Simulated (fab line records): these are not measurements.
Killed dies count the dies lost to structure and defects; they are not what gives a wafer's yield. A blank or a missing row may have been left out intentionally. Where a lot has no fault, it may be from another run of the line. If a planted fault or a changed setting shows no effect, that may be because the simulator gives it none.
Which of the tools did it? :: flow nand_harc :: Sampling: 14 lots, 42 wafers, 4 of 1302 route steps

## WHAT THE GAUGES READ, wafer by wafer
The record lacks any reading of a measuring or inspecting step that a usual standard deviation could be used to judge.

## WHAT TOOL EACH LOT RAN ON (gives the tool, then ch and the chambers of the sampled wafers, and finally the start)
lot: L912
NHARC_A_STAIRCASE_HM_OPEN_463: rie_diel-01 ch 2,3, day 19 07:53 or earlier
NHARC_A_STAIRCASE_ETCH_453: rie_diel-01 ch 0,2,3, day 19 07:53 or earlier
NHARC_A_STAIRCASE_STRIP_316: rie_diel-01 ch 1,2,3, day 19 07:53 or earlier
NHARC_A_STAIRCASE_EXPOSE_438: krf_scanner-02 ch 0, day 19 07:53

lot: L911
NHARC_A_STAIRCASE_HM_OPEN_463: rie_diel-01 ch 0,2,3, day 19 08:14 or earlier
NHARC_A_STAIRCASE_ETCH_453: rie_diel-01 ch 0,1,2, day 19 08:14 or earlier
NHARC_A_STAIRCASE_STRIP_316: rie_diel-01 ch 0,1,3, day 19 08:14 or earlier
NHARC_A_STAIRCASE_EXPOSE_438: krf_scanner-03 ch 0, day 19 08:14

lot: L916
NHARC_A_STAIRCASE_HM_OPEN_463: rie_diel-01 ch 0,1,3, day 20 02:59 or earlier
NHARC_A_STAIRCASE_ETCH_453: rie_diel-01 ch 0,1, day 20 02:59 or earlier
NHARC_A_STAIRCASE_STRIP_316: rie_diel-01 ch 0,2, day 20 02:59 or earlier
NHARC_A_STAIRCASE_EXPOSE_438: krf_scanner-03 ch 0, day 20 02:59

lot: L915
NHARC_A_STAIRCASE_HM_OPEN_463: rie_diel-11 ch 0,1,3, day 20 13:20 or earlier
NHARC_A_STAIRCASE_ETCH_453: rie_diel-11 ch 0,1, day 20 13:20 or earlier
NHARC_A_STAIRCASE_STRIP_316: rie_diel-11 ch 0,2,3, day 20 13:20 or earlier
NHARC_A_STAIRCASE_EXPOSE_438: krf_scanner-01 ch 0, day 20 13:20

lot: L917
NHARC_A_STAIRCASE_HM_OPEN_463: rie_diel-11 ch 0,2,3, day 21 08:20 or earlier
NHARC_A_STAIRCASE_ETCH_453: rie_diel-11 ch 0,2, day 21 08:20 or earlier
NHARC_A_STAIRCASE_STRIP_316: rie_diel-11 ch 2,3, day 21 08:20 or earlier
NHARC_A_STAIRCASE_EXPOSE_438: krf_scanner-02 ch 0, day 21 08:20

lot: L919
NHARC_A_STAIRCASE_HM_OPEN_463: rie_diel-06 ch 1,2,3, day 22 04:49 or earlier
NHARC_A_STAIRCASE_ETCH_453: rie_diel-06 ch 0,2,3, day 22 04:49 or earlier
NHARC_A_STAIRCASE_STRIP_316: rie_diel-06 ch 1,3, day 22 04:49 or earlier
NHARC_A_STAIRCASE_EXPOSE_438: krf_scanner-01 ch 0, day 22 04:49

lot: L921
NHARC_A_STAIRCASE_HM_OPEN_463: rie_diel-01 ch 0,1,3, day 22 22:02 or earlier
NHARC_A_STAIRCASE_ETCH_453: rie_diel-01 ch 1,2,3, day 22 22:02 or earlier
NHARC_A_STAIRCASE_STRIP_316: rie_diel-01 ch 0,2,3, day 22 22:02 or earlier
NHARC_A_STAIRCASE_EXPOSE_438: krf_scanner-03 ch 0, day 22 22:02

lot: L920
NHARC_A_STAIRCASE_HM_OPEN_463: rie_diel-01 ch 0,1,2, day 22 22:01 or earlier
NHARC_A_STAIRCASE_ETCH_453: rie_diel-01 ch 0,1,2, day 22 22:01 or earlier
NHARC_A_STAIRCASE_STRIP_316: rie_diel-01 ch 0,2,3, day 22 22:01 or earlier
NHARC_A_STAIRCASE_EXPOSE_438: krf_scanner-03 ch 0, day 22 22:01

lot: L922
NHARC_A_STAIRCASE_HM_OPEN_463: rie_diel-01 ch 0,1, day 23 08:14 or earlier
NHARC_A_STAIRCASE_ETCH_453: rie_diel-01 ch 0,1,3, day 23 08:14 or earlier
NHARC_A_STAIRCASE_STRIP_316: rie_diel-01 ch 0,3, day 23 08:14 or earlier
NHARC_A_STAIRCASE_EXPOSE_438: krf_scanner-01 ch 0, day 23 08:14

lot: L923
NHARC_A_STAIRCASE_HM_OPEN_463: rie_diel-11 ch 0,2,3, day 23 23:27 or earlier
NHARC_A_STAIRCASE_ETCH_453: rie_diel-11 ch 1,3, day 23 23:27 or earlier
NHARC_A_STAIRCASE_STRIP_316: rie_diel-11 ch 0,1, day 23 23:27 or earlier
NHARC_A_STAIRCASE_EXPOSE_438: krf_scanner-02 ch 0, day 23 23:27

lot: L926
NHARC_A_STAIRCASE_HM_OPEN_463: rie_diel-01 ch 0,1,3, day 25 00:48 or earlier
NHARC_A_STAIRCASE_ETCH_453: rie_diel-01 ch 1,2,3, day 25 00:48 or earlier
NHARC_A_STAIRCASE_STRIP_316: rie_diel-01 ch 0,1, day 25 00:48 or earlier
NHARC_A_STAIRCASE_EXPOSE_438: krf_scanner-01, day 25 00:48

lot: L927
NHARC_A_STAIRCASE_HM_OPEN_463: rie_diel-06 ch 1,2, day 25 12:28 or earlier
NHARC_A_STAIRCASE_ETCH_453: rie_diel-06 ch 0,2, day 25 12:28 or earlier
NHARC_A_STAIRCASE_STRIP_316: rie_diel-06 ch 0,1,2, day 25 12:28 or earlier
NHARC_A_STAIRCASE_EXPOSE_438: krf_scanner-02, day 25 12:28

lot: L931
NHARC_A_STAIRCASE_HM_OPEN_463: rie_diel-11 ch 0,1,3, day 27 04:18 or earlier
NHARC_A_STAIRCASE_ETCH_453: rie_diel-11 ch 1,2,3, day 27 04:18 or earlier
NHARC_A_STAIRCASE_STRIP_316: rie_diel-11 ch 0,1,2, day 27 04:18 or earlier
NHARC_A_STAIRCASE_EXPOSE_438: krf_scanner-01 ch 0, day 27 04:18

lot: L934
NHARC_A_STAIRCASE_HM_OPEN_463: rie_diel-01 ch 0,1,2, day 27 22:10 or earlier
NHARC_A_STAIRCASE_ETCH_453: rie_diel-01 ch 1,2,3, day 27 22:10 or earlier
NHARC_A_STAIRCASE_STRIP_316: rie_diel-01 ch 0,1,3, day 27 22:10 or earlier
NHARC_A_STAIRCASE_EXPOSE_438: krf_scanner-02 ch 0, day 27 22:10
- NHARC_A_STAIRCASE_HM_OPEN_463: chemistry O2/COS.
- NHARC_A_STAIRCASE_ETCH_453: etches the open film in CF4/O2, target depth 30 nm, overetch 3 nm, time 16.5 s.
- NHARC_A_STAIRCASE_STRIP_316: strips in O2.
- NHARC_A_STAIRCASE_EXPOSE_438: exposes mask STAIR REV.

## AS READ BY THE TOOLS THEMSELVES (means over the sampled wafers that have a number; for cases with no such wafer, the mark the record gives instead)
NHARC_A_STAIRCASE_HM_OPEN_463. Usual: drypump_motor_current_A 5.6 A, standard deviation 0.55; oes_product_au 1.003 a.u., standard deviation 0.016; rf_vpp_V 468.1 V, standard deviation 3; showerhead_plenum_p_Torr 3.16 Torr, standard deviation 0.14; throttle_valve_pct 28.330 %, standard deviation 0.0091.
lot: L912
tool: rie_diel-01
drypump_motor_current_A (A): 6.0
oes_product_au (a.u.): 1.005
rf_vpp_V (V): 468.5
showerhead_plenum_p_Torr (Torr): 3.16
throttle_valve_pct (%): 28.325
flag: 

lot: L911
tool: rie_diel-01
drypump_motor_current_A (A): 6.1
oes_product_au (a.u.): 1.013
rf_vpp_V (V): 469.8
showerhead_plenum_p_Torr (Torr): 3.21
throttle_valve_pct (%): 28.332
flag: 

lot: L916
tool: rie_diel-01
drypump_motor_current_A (A): 5.6
oes_product_au (a.u.): 0.997
rf_vpp_V (V): 469.6
showerhead_plenum_p_Torr (Torr): 3.23
throttle_valve_pct (%): 28.333
flag: 

lot: L915
tool: rie_diel-11
drypump_motor_current_A (A): 5.1
oes_product_au (a.u.): 1.002
rf_vpp_V (V): 464.9
showerhead_plenum_p_Torr (Torr): 3.01
throttle_valve_pct (%): 28.336
flag: 

lot: L917
tool: rie_diel-11
drypump_motor_current_A (A): 5.4
oes_product_au (a.u.): 1.002
rf_vpp_V (V): 466.3
showerhead_plenum_p_Torr (Torr): 3.07
throttle_valve_pct (%): 28.328
flag: 

lot: L919
tool: rie_diel-06
drypump_motor_current_A (A): 5.8
oes_product_au (a.u.): 1.009
rf_vpp_V (V): 464.3
showerhead_plenum_p_Torr (Torr): 2.96
throttle_valve_pct (%): 28.330
flag: 

lot: L921
tool: rie_diel-01
drypump_motor_current_A (A): 5.6
oes_product_au (a.u.): 1.004
rf_vpp_V (V): 469.6
showerhead_plenum_p_Torr (Torr): 3.22
throttle_valve_pct (%): 28.329
flag: 

lot: L920
tool: rie_diel-01
drypump_motor_current_A (A): 5.9
oes_product_au (a.u.): 1.010
rf_vpp_V (V): 471.3
showerhead_plenum_p_Torr (Torr): 3.29
throttle_valve_pct (%): 28.326
flag: 

lot: L922
tool: rie_diel-01
drypump_motor_current_A (A): 5.7
oes_product_au (a.u.): 1.016
rf_vpp_V (V): 469.5
showerhead_plenum_p_Torr (Torr): 3.26
throttle_valve_pct (%): 28.334
flag: 

lot: L923
tool: rie_diel-11
drypump_motor_current_A (A): 5.4
oes_product_au (a.u.): 1.004
rf_vpp_V (V): 465.9
showerhead_plenum_p_Torr (Torr): 3.06
throttle_valve_pct (%): 28.314
flag: 

lot: L926
tool: rie_diel-01
drypump_motor_current_A (A): 5.6
oes_product_au (a.u.): 0.996
rf_vpp_V (V): 469.2
showerhead_plenum_p_Torr (Torr): 3.21
throttle_valve_pct (%): 28.329
flag: 

lot: L927
tool: rie_diel-06
drypump_motor_current_A (A): 5.7
oes_product_au (a.u.): 1.027
rf_vpp_V (V): 468.6
showerhead_plenum_p_Torr (Torr): 3.16
throttle_valve_pct (%): 28.329
flag: 

lot: L931
tool: rie_diel-11
drypump_motor_current_A (A): 5.0
oes_product_au (a.u.): 1.000
rf_vpp_V (V): 468.9
showerhead_plenum_p_Torr (Torr): 3.14
throttle_valve_pct (%): 28.331
flag: 

lot: L934
tool: rie_diel-01
drypump_motor_current_A (A): 5.9
oes_product_au (a.u.): 1.001
rf_vpp_V (V): 469.6
showerhead_plenum_p_Torr (Torr): 3.27
throttle_valve_pct (%): 28.324
flag: 

NHARC_A_STAIRCASE_ETCH_453. Usual: drypump_motor_current_A 5.6 A, standard deviation 0.58; oes_product_au 1.002 a.u., standard deviation 0.017; rf_vpp_V 198.2 V, standard deviation 1.5; showerhead_plenum_p_Torr 1.36 Torr, standard deviation 0.062; throttle_valve_pct 13.398 %, standard deviation 0.0089.
lot: L912
tool: rie_diel-01
drypump_motor_current_A (A): 6.1
oes_product_au (a.u.): 1.006
rf_vpp_V (V): 198.8
showerhead_plenum_p_Torr (Torr): 1.38
throttle_valve_pct (%): 13.399
flag: 

lot: L911
tool: rie_diel-01
drypump_motor_current_A (A): 5.9
oes_product_au (a.u.): 1.009
rf_vpp_V (V): 199.8
showerhead_plenum_p_Torr (Torr): 1.42
throttle_valve_pct (%): 13.395
flag: 

lot: L916
tool: rie_diel-01
drypump_motor_current_A (A): 5.6
oes_product_au (a.u.): 1.003
rf_vpp_V (V): 199.4
showerhead_plenum_p_Torr (Torr): 1.40
throttle_valve_pct (%): 13.398
flag: 

lot: L915
tool: rie_diel-11
drypump_motor_current_A (A): 4.7
oes_product_au (a.u.): 0.995
rf_vpp_V (V): 196.4
showerhead_plenum_p_Torr (Torr): 1.29
throttle_valve_pct (%): 13.395
flag: 

lot: L917
tool: rie_diel-11
drypump_motor_current_A (A): 5.5
oes_product_au (a.u.): 1.003
rf_vpp_V (V): 197.5
showerhead_plenum_p_Torr (Torr): 1.32
throttle_valve_pct (%): 13.405
flag: 

lot: L919
tool: rie_diel-06
drypump_motor_current_A (A): 5.7
oes_product_au (a.u.): 1.009
rf_vpp_V (V): 196.5
showerhead_plenum_p_Torr (Torr): 1.27
throttle_valve_pct (%): 13.396
flag: 

lot: L921
tool: rie_diel-01
drypump_motor_current_A (A): 5.9
oes_product_au (a.u.): 1.002
rf_vpp_V (V): 198.6
showerhead_plenum_p_Torr (Torr): 1.39
throttle_valve_pct (%): 13.399
flag: 

lot: L920
tool: rie_diel-01
drypump_motor_current_A (A): 5.9
oes_product_au (a.u.): 1.007
rf_vpp_V (V): 199.1
showerhead_plenum_p_Torr (Torr): 1.41
throttle_valve_pct (%): 13.390
flag: 

lot: L922
tool: rie_diel-01
drypump_motor_current_A (A): 5.6
oes_product_au (a.u.): 1.008
rf_vpp_V (V): 198.3
showerhead_plenum_p_Torr (Torr): 1.38
throttle_valve_pct (%): 13.390
flag: 

lot: L923
tool: rie_diel-11
drypump_motor_current_A (A): 5.1
oes_product_au (a.u.): 0.991
rf_vpp_V (V): 198.1
showerhead_plenum_p_Torr (Torr): 1.39
throttle_valve_pct (%): 13.396
flag: 

lot: L926
tool: rie_diel-01
drypump_motor_current_A (A): 5.9
oes_product_au (a.u.): 1.004
rf_vpp_V (V): 199.0
showerhead_plenum_p_Torr (Torr): 1.38
throttle_valve_pct (%): 13.382
flag: 

lot: L927
tool: rie_diel-06
drypump_motor_current_A (A): 5.6
oes_product_au (a.u.): 1.000
rf_vpp_V (V): 196.9
showerhead_plenum_p_Torr (Torr): 1.26
throttle_valve_pct (%): 13.403
flag: 

lot: L931
tool: rie_diel-11
drypump_motor_current_A (A): 5.4
oes_product_au (a.u.): 0.991
rf_vpp_V (V): 198.4
showerhead_plenum_p_Torr (Torr): 1.35
throttle_valve_pct (%): 13.397
flag: 

lot: L934
tool: rie_diel-01
drypump_motor_current_A (A): 5.9
oes_product_au (a.u.): 0.999
rf_vpp_V (V): 198.3
showerhead_plenum_p_Torr (Torr): 1.38
throttle_valve_pct (%): 13.406
flag: 

NHARC_A_STAIRCASE_STRIP_316. Usual: drypump_motor_current_A 5.6 A, standard deviation 0.58; oes_product_au 1.001 a.u., standard deviation 0.017; rf_vpp_V 57.9 V, standard deviation 0.84; showerhead_plenum_p_Torr 3.58 Torr, standard deviation 0.16; throttle_valve_pct 17.037 %, standard deviation 0.01.
lot: L912
tool: rie_diel-01
drypump_motor_current_A (A): 5.9
oes_product_au (a.u.): 1.005
rf_vpp_V (V): 57.9
showerhead_plenum_p_Torr (Torr): 3.68
throttle_valve_pct (%): 17.045
flag: 

lot: L911
tool: rie_diel-01
drypump_motor_current_A (A): 5.6
oes_product_au (a.u.): 1.001
rf_vpp_V (V): 58.6
showerhead_plenum_p_Torr (Torr): 3.65
throttle_valve_pct (%): 17.044
flag: 

lot: L916
tool: rie_diel-01
drypump_motor_current_A (A): 6.4
oes_product_au (a.u.): 1.012
rf_vpp_V (V): 57.8
showerhead_plenum_p_Torr (Torr): 3.71
throttle_valve_pct (%): 17.037
flag: 

lot: L915
tool: rie_diel-11
drypump_motor_current_A (A): 5.4
oes_product_au (a.u.): 1.015
rf_vpp_V (V): 57.2
showerhead_plenum_p_Torr (Torr): 3.48
throttle_valve_pct (%): 17.045
flag: 

lot: L917
tool: rie_diel-11
drypump_motor_current_A (A): 5.6
oes_product_au (a.u.): 0.997
rf_vpp_V (V): 57.6
showerhead_plenum_p_Torr (Torr): 3.48
throttle_valve_pct (%): 17.031
flag: 

lot: L919
tool: rie_diel-06
drypump_motor_current_A (A): 5.8
oes_product_au (a.u.): 1.008
rf_vpp_V (V): 56.9
showerhead_plenum_p_Torr (Torr): 3.28
throttle_valve_pct (%): 17.032
flag: 

lot: L921
tool: rie_diel-01
drypump_motor_current_A (A): 6.1
oes_product_au (a.u.): 1.004
rf_vpp_V (V): 57.9
showerhead_plenum_p_Torr (Torr): 3.62
throttle_valve_pct (%): 17.037
flag: 

lot: L920
tool: rie_diel-01
drypump_motor_current_A (A): 6.1
oes_product_au (a.u.): 1.005
rf_vpp_V (V): 58.5
showerhead_plenum_p_Torr (Torr): 3.62
throttle_valve_pct (%): 17.035
flag: 

lot: L922
tool: rie_diel-01
drypump_motor_current_A (A): 5.8
oes_product_au (a.u.): 1.009
rf_vpp_V (V): 57.6
showerhead_plenum_p_Torr (Torr): 3.59
throttle_valve_pct (%): 17.040
flag: 

lot: L923
tool: rie_diel-11
drypump_motor_current_A (A): 4.8
oes_product_au (a.u.): 0.993
rf_vpp_V (V): 58.2
showerhead_plenum_p_Torr (Torr): 3.68
throttle_valve_pct (%): 17.036
flag: 

lot: L926
tool: rie_diel-01
drypump_motor_current_A (A): 5.4
oes_product_au (a.u.): 0.997
rf_vpp_V (V): 57.4
showerhead_plenum_p_Torr (Torr): 3.73
throttle_valve_pct (%): 17.031
flag: 

lot: L927
tool: rie_diel-06
drypump_motor_current_A (A): 5.8
oes_product_au (a.u.): 1.013
rf_vpp_V (V): 57.7
showerhead_plenum_p_Torr (Torr): 3.52
throttle_valve_pct (%): 17.040
flag: 

lot: L931
tool: rie_diel-11
drypump_motor_current_A (A): 5.2
oes_product_au (a.u.): 0.983
rf_vpp_V (V): 58.2
showerhead_plenum_p_Torr (Torr): 3.56
throttle_valve_pct (%): 17.046
flag: 

lot: L934
tool: rie_diel-01
drypump_motor_current_A (A): 5.6
oes_product_au (a.u.): 0.995
rf_vpp_V (V): 57.4
showerhead_plenum_p_Torr (Torr): 3.61
throttle_valve_pct (%): 17.032
flag: 

NHARC_A_STAIRCASE_EXPOSE_438. Usual: exposure_dose_mJ_cm2 28.97, standard deviation 0.03; focus_offset_nm -0.1 nm, standard deviation 0.54.
lot: L912
tool: krf_scanner-02
exposure_dose_mJ_cm2: 28.95
focus_offset_nm (nm): 0.4
flag: 

lot: L911
tool: krf_scanner-03
exposure_dose_mJ_cm2: 28.97
focus_offset_nm (nm): 0.6
flag: 

lot: L916
tool: krf_scanner-03
exposure_dose_mJ_cm2: 28.98
focus_offset_nm (nm): -0.4
flag: 

lot: L915
tool: krf_scanner-01
exposure_dose_mJ_cm2: 28.96
focus_offset_nm (nm): 0.2
flag: 

lot: L917
tool: krf_scanner-02
exposure_dose_mJ_cm2: 28.98
focus_offset_nm (nm): 0.1
flag: 

lot: L919
tool: krf_scanner-01
exposure_dose_mJ_cm2: 28.97
focus_offset_nm (nm): -0.1
flag: 

lot: L921
tool: krf_scanner-03
exposure_dose_mJ_cm2: 28.97
focus_offset_nm (nm): -0.6
flag: 

lot: L920
tool: krf_scanner-03
exposure_dose_mJ_cm2: 28.96
focus_offset_nm (nm): -0.5
flag: 

lot: L922
tool: krf_scanner-01
exposure_dose_mJ_cm2: 28.94
focus_offset_nm (nm): -0.5
flag: 

lot: L923
tool: krf_scanner-02
exposure_dose_mJ_cm2: 28.95
focus_offset_nm (nm): -0.5
flag: 

lot: L926
tool: krf_scanner-01
exposure_dose_mJ_cm2: -
focus_offset_nm (nm): -
flag: OFF

lot: L927
tool: krf_scanner-02
exposure_dose_mJ_cm2: -
focus_offset_nm (nm): -
flag: OFF

lot: L931
tool: krf_scanner-01
exposure_dose_mJ_cm2: 28.96
focus_offset_nm (nm): -1.3
flag: 

lot: L934
tool: krf_scanner-02
exposure_dose_mJ_cm2: 28.94
focus_offset_nm (nm): -0.1
flag: 

## THE ANSWER, worked out from the rows above alone
Rule: a lot is off if the mean of its wafers that have a number lies more than 3 standard deviations from the usual mean. Also off: a lot with no number at a reading for which 4 or more lots have one. All remaining lots with rows at the step are treated as sound. First the gauges in route order, then the tools' own readings, where a lot's mean is used as printed above. The first step at which some lot is off is used, and at that step the reading that is off furthest; a lot without a number counts as furthest.
Off: L926, L927 (NHARC_A_STAIRCASE_EXPOSE_438, exposure_dose_mJ_cm2). Without a number there: L926, L927.
If a tool, at that step or one of the process steps before it, ran each lot that is off and ran no sound lot following the first of them, it fits. NHARC_A_STAIRCASE_HM_OPEN_463: start missing for some lots; hours and lot order therefore follow NHARC_A_STAIRCASE_EXPOSE_438. NHARC_A_STAIRCASE_ETCH_453: start missing for some lots; hours and lot order therefore follow NHARC_A_STAIRCASE_EXPOSE_438. NHARC_A_STAIRCASE_STRIP_316: start missing for some lots; hours and lot order therefore follow NHARC_A_STAIRCASE_EXPOSE_438. Not one of the candidates tried fits.

## WHAT HAD BEEN PUT IN BY THE SIMULATOR
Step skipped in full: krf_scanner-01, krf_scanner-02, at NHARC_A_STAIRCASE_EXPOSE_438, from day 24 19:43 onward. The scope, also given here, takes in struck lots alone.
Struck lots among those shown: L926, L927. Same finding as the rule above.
